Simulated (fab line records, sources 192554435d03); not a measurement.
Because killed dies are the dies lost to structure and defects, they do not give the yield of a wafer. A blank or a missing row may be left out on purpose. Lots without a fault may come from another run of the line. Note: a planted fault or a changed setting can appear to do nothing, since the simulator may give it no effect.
Matching of chambers / flow n5 finfet / N5_DUMMY_GATE_STRIP_41 on rie diel-05 has 4 sister chambers
The step strips in O2. 4 wafers are shown with their chamber, then 7 later ones without.

== WAFERS WITH THEIR CHAMBER ==
wafer=L083.4; chamber=2; throttle valve pct (%)=16.82
wafer=L086.2; chamber=3; throttle valve pct (%)=16.62
wafer=L089.2; chamber=0; throttle valve pct (%)=16.37
wafer=L089.3; chamber=1; throttle valve pct (%)=16.96

== WAFERS WITH NO CHAMBER GIVEN ==
wafer=L089.6; throttle valve pct (%)=16.97
wafer=L096.2; throttle valve pct (%)=16.65
wafer=L096.3; throttle valve pct (%)=16.41
wafer=L096.6; throttle valve pct (%)=17.00
wafer=L097.1; throttle valve pct (%)=16.87
wafer=L097.4; throttle valve pct (%)=16.88
wafer=L097.5; throttle valve pct (%)=16.67

== WHICH CHAMBER EACH WENT THROUGH ==
wafer=L089.6; from the rows above=1; in truth=1
wafer=L096.2; from the rows above=3; in truth=3
wafer=L096.3; from the rows above=0; in truth=0
wafer=L096.6; from the rows above=1; in truth=1
wafer=L097.1; from the rows above=can't be placed: 2 or 1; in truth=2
wafer=L097.4; from the rows above=can't be placed: 2 or 1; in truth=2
wafer=L097.5; from the rows above=3; in truth=3
Correct placement for 5 of the 7. Can't be placed from these rows: 2 (the true chamber is among the candidates in 2). Placed wrongly: 0.
How it was worked out, from the rows above alone: a wafer's distance from a chamber is the root of the sum, over the readings, of the square of ((its reading less the chamber's mean) divided by the reading's scatter). If the next closest chamber is less than 2 further off than the closest, the wafer can't be placed; otherwise it belongs to the closest. For every chamber, the mean is computed from those of its wafers that are shown. The scatter (one wafer shown for each chamber): square how far every hidden wafer sits from the nearest shown wafer, average those squares and take the square root.
